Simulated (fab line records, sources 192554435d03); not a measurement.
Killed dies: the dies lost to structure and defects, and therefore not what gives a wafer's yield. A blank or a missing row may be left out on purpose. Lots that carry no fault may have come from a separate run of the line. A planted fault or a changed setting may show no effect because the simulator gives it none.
Struck lot and sound lot, side by side + flow n5 finfet + 15 steps out of a route of 1938
Sound: wafers L978.1, L978.3, L978.5. Wafers L983.3, L983.4, L983.6 were the ones struck. The cause is named last.
For every step that has rows: the tool of each side, followed by ch and its chambers, followed by its first start. Under that, the readings that differ: sound wafers + struck wafers + difference of the means + sigmas: that difference in standard deviations of wafers without a fault.
alike: readings whose means differ by less than 2 such deviations, and words and numbers that are the same on both sides. not compared: withheld readings, readings that some wafer has no value for, bounds like >300 that may hide the same value, and numbers for which the record gives no deviation and whose values overlap.
A row with sigmas, a row that says differs or no value, or rows on one side alone: a step with any of these is where the two part. Numbers that don't overlap but have no deviation are shown without sigmas and don't part them. A reading that every wafer of one side lacks parts them only if that side has two wafers or more.

N5_BEOL_M9_ANNEAL_51: time 90 s.
  sound on rtp anneal-02 ch 0, day 11 02:55; struck on rtp anneal-01 ch 0, day 12 23:13
  alike: wafer_temp_C_max
then, 1 step without rows for these wafers: N5_BEOL_M9_CMP_52 (polishes, stops on SiCOH lowk, t overpolish 7 s, target thk 140 nm).
N5_BEOL_M9_THK_MEAS_53: measures by xrf.
  sound on film metro-02, day 11 03:31; struck on film metro-01, day 12 23:44
  alike: M9_THK
then, 2 steps without rows for these wafers: N5_BEOL_M9_PRE_CLEAN_55 (time 15 s); N5_BEOL_M9_DEP_56 (deposits SiCN from 3MS/NH3, target thk 15 nm, time 26.5 s).
N5_BEOL_M9_RS_MEAS_57: measurement is done with a four-point probe.
  sound on film metro-02, day 11 03:38; struck on film metro-01, day 12 23:52
  alike: M9_RS
N5_BEOL_M9_INSPECT_58: inspects for defects (darkfield).
  sound on defect inspect-02, day 11 03:40; struck on defect inspect-02, day 12 23:53
  alike: raw defect count
N5_BEOL_M10_ILD_DEP_00: deposits SiCOH lowk from DEMS/porogen, target thk 308.51 nm, time 58 s.
  sound on pecvd-03 ch 0,1,2, day 11 03:43; struck on pecvd-03 ch 0,1,2, day 12 23:55
  alike: heater power w, showerhead plenum p Torr, throttle valve pct
N5_BEOL_M10_CURE_71: cures SiCOH lowk, time 240 s.
  sound on uv cure-02 ch 2, day 11 03:48; struck on uv cure-02 ch 1, day 13 00:10
  alike: lamp power pct, wafer_temp_C_max
N5_BEOL_M10_THK_MEAS_01:
  sound on film metro-01, day 11 04:19; struck on film metro-01, day 13 00:32
  alike: M10_ILD_THK
N5_BEOL_M10_PECVD_70: deposits SiO2 from TEOS/O2, target thk 20 nm, time 22.7 s.
  sound on pecvd-04 ch 0,2, day 11 04:21; struck on pecvd-04 ch 0,1, day 13 00:34
  alike: heater power w, showerhead plenum p Torr, throttle valve pct
N5_BEOL_M10_HM_DEP_02: deposits TiN, target thk 20 nm.
  sound on pvd sputter-03, day 11 05:06; struck on pvd sputter-02, day 13 03:01
  alike: throttle valve pct
N5_BEOL_M10_COAT_59: time 60 s, resist thk 100 nm.
  sound on litho track-04 ch 0, day 11 05:14; struck on litho track-05 ch 0, day 13 03:09
| reading                  | sound                | struck               | difference | sigmas |
|--------------------------|----------------------|----------------------|------------|--------|
| heater power total W (W) | 498.7 500.0 500.4    | 474.8 475.3 474.9    | -24.7      | -14    |
| plate temp C (C)         | 250.05 250.06 250.06 | 239.11 239.13 238.99 | -10.98     | -61    |
  alike: chill plate temp C
then, 1 step without rows for these wafers: N5_BEOL_M10_COAT_60 (time 60 s, resist thk 30 nm).
N5_PASSIVATION_PROBE_49:
  rows exist in the record for the sound wafers here (prober-02, day 13 14:43), none for the struck ones

WHERE THEY PART
Earliest at N5_BEOL_M10_COAT_59; latest, in this record, at N5_PASSIVATION_PROBE_49.

WHY: the cause the simulator had injected
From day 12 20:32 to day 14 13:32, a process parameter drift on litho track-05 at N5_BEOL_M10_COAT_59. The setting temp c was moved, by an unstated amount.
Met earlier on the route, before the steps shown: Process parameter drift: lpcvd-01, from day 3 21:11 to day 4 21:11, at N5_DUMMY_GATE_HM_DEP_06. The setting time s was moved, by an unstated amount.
